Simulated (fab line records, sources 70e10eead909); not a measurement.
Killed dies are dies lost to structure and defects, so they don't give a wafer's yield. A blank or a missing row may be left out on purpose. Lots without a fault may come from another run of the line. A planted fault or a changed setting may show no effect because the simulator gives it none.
Chamber matching | flow nand_harc | NHARC_A_WL_FILL_ALD_02 on ald_metal-01: 4 sister chambers
The step deposits TiN, target thk 2 nm, pulse time 3 s, ald cycles 100. 18 wafers are shown with their chamber, then 9 later ones without.

WAFERS WITH THEIR CHAMBER
wafer  | chamber | heater_power_w (W) | precursor_pulse_height_rel
L079.2 | 0       | 1109               | 1.005
L079.3 | 2       | 1236               | 1.020
L079.6 | 0       | 1095               | 1.019
L082.3 | 2       | 1194               | 1.011
L082.4 | 0       | 1065               | 0.980
L082.6 | 2       | 1225               | 1.008
L081.2 | 0       | 1066               | 0.986
L081.3 | 2       | 1210               | 1.009
L081.5 | 3       | 978                | 1.014
L083.2 | 3       | 971                | 0.960
L083.5 | 3       | 941                | 0.993
L083.6 | 2       | 1215               | 1.026
L088.1 | 0       | 1091               | 0.984
L088.4 | 2       | 1208               | 0.974
L088.5 | 3       | 962                | 0.995
L091.2 | 1       | 939                | 1.006
L091.3 | 3       | 986                | 1.003
L091.4 | 0       | 1109               | 0.994

SIGNATURES (means of the wafers above)
reading                    | chamber 0 | chamber 1 | chamber 2 | chamber 3 | scatter within a chamber
heater_power_w             | 1089.17   | 939.00    | 1214.67   | 967.60    | 17.3
precursor_pulse_height_rel | 0.99467   | 1.00600   | 1.00800   | 0.99300   | 0.0177
Rule: a wafer's distance from a chamber is the root of the sum, over the readings, of the square of ((its reading less the chamber's mean) divided by the reading's scatter). The wafer belongs to the nearest chamber; if the next one is less than 2 further off, it can't be placed. The scatter: the root of (the sum of the squares of (reading less its chamber's mean) over the shown wafers, divided by (wafers less chambers)).

WAFERS WITHOUT THEIR CHAMBER
wafer  | heater_power_w (W) | precursor_pulse_height_rel
L093.1 | 1045               | 0.984
L093.5 | 1217               | 1.007
L093.6 | 979                | 0.946
L092.1 | 956                | 0.973
L092.2 | 966                | 1.030
L092.4 | 1070               | 0.998
L096.3 | 1014               | 1.005
L096.4 | 1124               | 0.976
L096.6 | 1032               | 1.012

WHICH CHAMBER EACH WENT THROUGH
wafer  | from the rows above          | in truth
L093.1 | can't be placed: 0 or 3      | 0
L093.5 | 2                            | 2
L093.6 | can't be placed: 3 or 1      | 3
L092.1 | can't be placed: 3 or 1      | 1
L092.2 | can't be placed: 1 or 3      | 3
L092.4 | 0                            | 0
L096.3 | can't be placed: 3 or 1 or 0 | 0
L096.4 | 0                            | 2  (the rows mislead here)
L096.6 | can't be placed: 0 or 3 or 1 | 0
Placed correctly: 2 of 9. Can't be placed from these rows: 6 (the true chamber is among the candidates in 6). Placed wrongly: 1.
